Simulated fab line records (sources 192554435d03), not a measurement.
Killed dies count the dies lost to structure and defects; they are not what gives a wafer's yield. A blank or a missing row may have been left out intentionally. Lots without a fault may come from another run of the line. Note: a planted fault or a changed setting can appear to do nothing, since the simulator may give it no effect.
Matching of chambers -- flow n5_finfet -- rie_diel-02 running N5_BEOL_M4_ETCH_77: 4 sister chambers
The step etches underlayer in N2/H2, target depth 6.5 nm, time 5.2 s. 8 wafers are shown with their chamber, then 9 later ones without.

== WAFERS WITH THEIR CHAMBER ==
wafer,chamber,drypump_motor_current_A (A),oes_product_au (a.u.)
L077.5,3,5.9,0.72
L077.6,2,5.8,0.58
L078.2,2,5.8,0.59
L078.4,0,6.4,0.64
L078.6,3,6.0,0.72
L079.2,1,5.4,0.61
L079.3,0,6.3,0.64
L079.6,1,5.4,0.61

== WAFERS WHOSE CHAMBER IS MISSING ==
wafer,drypump_motor_current_A (A),oes_product_au (a.u.)
L080.1,6.3,0.63
L080.3,6.0,0.72
L080.5,6.0,0.72
L086.1,6.4,0.63
L086.4,5.4,0.61
L086.6,6.0,0.71
L096.2,6.3,0.62
L096.3,6.0,0.67
L096.5,5.4,0.58

== THE CHAMBER EACH PASSED THROUGH ==
wafer,from the rows above,in truth
L080.1,0,0
L080.3,3,3
L080.5,3,3
L086.1,0,0
L086.4,1,1
L086.6,3,3
L096.2,0,0
L096.3,0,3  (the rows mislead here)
L096.5,can't be placed: 2 or 1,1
Correct placement for 7 of the 9. These rows do not allow placing 1 (true chamber among the candidates in 1). Wrongly placed: 1.
How it was worked out, from the rows above alone: a wafer's distance from a chamber is the root of the sum, over the readings, of the square of ((its reading less the chamber's mean) divided by the reading's scatter). If the next closest chamber is less than 2 further off than the closest, the wafer can't be placed; otherwise it belongs to the closest. For every chamber, the mean is computed from those of its wafers that are shown. How the scatter is found: for the shown wafers, subtract from each reading the mean of its chamber, square and add these, divide the total by (wafers less chambers), then take the root.
